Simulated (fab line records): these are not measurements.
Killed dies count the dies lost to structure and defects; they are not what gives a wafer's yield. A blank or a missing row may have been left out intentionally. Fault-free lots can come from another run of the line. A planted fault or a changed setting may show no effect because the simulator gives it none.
Split-lot experiment -- flow n5_finfet -- 21 wafers read across 7 lots, on a route 1938 steps long

== SPLIT DETAILS ==
At N5_BEOL_M4_ILD_DEP_00 (deposits SiOC from DEMS/O2, target thk 79 nm, time 15.3 s), the setting time_s was moved away from the recipe's 15.3 s on 3 of the 21 wafers read, by +9.5% to +14.8%. All remaining wafers had this setting at the recipe value.

Split to reading: the file shows no intervening step.

== THE READING ==
M4_ILD_THK in nanometres, read at N5_BEOL_M4_THK_MEAS_01. Fault-free wafers of this fab line usually give 79.3 nm, standard deviation 1 nm.

wafer,"tool, chamber at the split","time_s as run, s",against the recipe,"M4_ILD_THK, nm",against lot-mates on the recipe
L081.1,"pecvd-01, 1",15.3,recipe,79.2,-
L081.5,"pecvd-01, 2",15.3,recipe,80.8,-
L081.6,"pecvd-01, 0",17.57,+14.8%,90.6,+10.6
L077.3,"pecvd-02, 0",15.3,recipe,79.3,-
L077.5,"pecvd-02, 0",15.3,recipe,79.8,-
L077.6,"pecvd-02, 1",15.3,recipe,79.4,-
L079.1,"pecvd-01, 1",15.3,recipe,79.7,-
L079.3,"pecvd-01, 2",15.3,recipe,78.4,-
L079.4,"pecvd-01, 1",15.3,recipe,81.0,-
L080.2,"pecvd-04, 1",15.3,recipe,79.7,-
L080.5,"pecvd-04, 2",15.3,recipe,81.7,-
L080.6,"pecvd-04, 0",15.3,recipe,80.0,-
L085.1,"pecvd-04, 2",15.3,recipe,79.5,-
L085.2,"pecvd-04, 1",17.56,+14.8%,90.4,+10.0
L085.5,"pecvd-04, 2",15.3,recipe,81.3,-
L086.1,"pecvd-01, 2",15.3,recipe,77.5,-
L086.5,"pecvd-01, 2,1",15.3,recipe,79.2,-
L086.6,"pecvd-01, 2,1",15.3,recipe,79.2,-
L088.1,"pecvd-01, 2",16.76,+9.5%,85.0,+6.7
L088.2,"pecvd-01, 0",15.3,recipe,77.8,-
L088.5,"pecvd-01, 2",15.3,recipe,78.9,-
Rows listing several chambers each stand for several wafers; the file does not say which wafer went through which chamber.

THE FIT
A straight line over all 21 wafers: M4_ILD_THK changes by +0.711 nm for each +1% of time_s; r = +0.95; the points scatter about the line by 1.1 nm.
The same after taking each lot's own level away (the mean of its wafers on the recipe; 21 wafers): +0.696 nm for each +1%; r = +0.98; scatter 0.78 nm.
The reading moves by 10 nm for the largest change in time_s, on that fit.
The lots' own levels span 78.35 to 80.47 nm, that is 2.1 times the standard deviation above.
So the lot-to-lot level changes the slope little: the two slopes agree.
Check: +10.1 nm against its lot-mates is what the line predicts for one of the wafers moved furthest among these (+14.8%) when that wafer is left out of the fit. Against them it came out at +10.6 nm.

== THESE WAFERS: OTHER SPLITS ==
Note: prior to the reading, these wafers also went through further splits. Each is held against what the fit with the lots' levels taken away leaves over:
other split on the same wafers,wafers away from the commonest value,r with M4_ILD_THK (lot level and that fit taken away)
N5_BEOL_M2_EXPOSE_25 dose_mj,6,-0.03
N5_BEOL_M3_PECVD_72 temp_c,6,+0.18
N5_BEOL_M3_COAT_61 time_s,6,+0.14

== THE WHOLE CHAIN: every reading that the file lists as answering this split, in the file's order ==
step,what it does,reading,change (the file's fit),r (the file's)
N5_BEOL_M4_ILD_DEP_00,"deposits SiOC from DEMS/O2, target thk 79 nm, time 15.3 s","SiOC_of_BEOL_M4_ILD_DEP_00.thk_nm (the simulator's own value, which no gauge read)",+0.698 nm for each +1% of the setting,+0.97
N5_BEOL_M4_THK_MEAS_01,,M4_ILD_THK,+0.696 for each +1% of the setting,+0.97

== FILE'S OWN FIT ==
M4_ILD_THK changes by +0.696 nm for each +1% of time_s, r = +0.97.
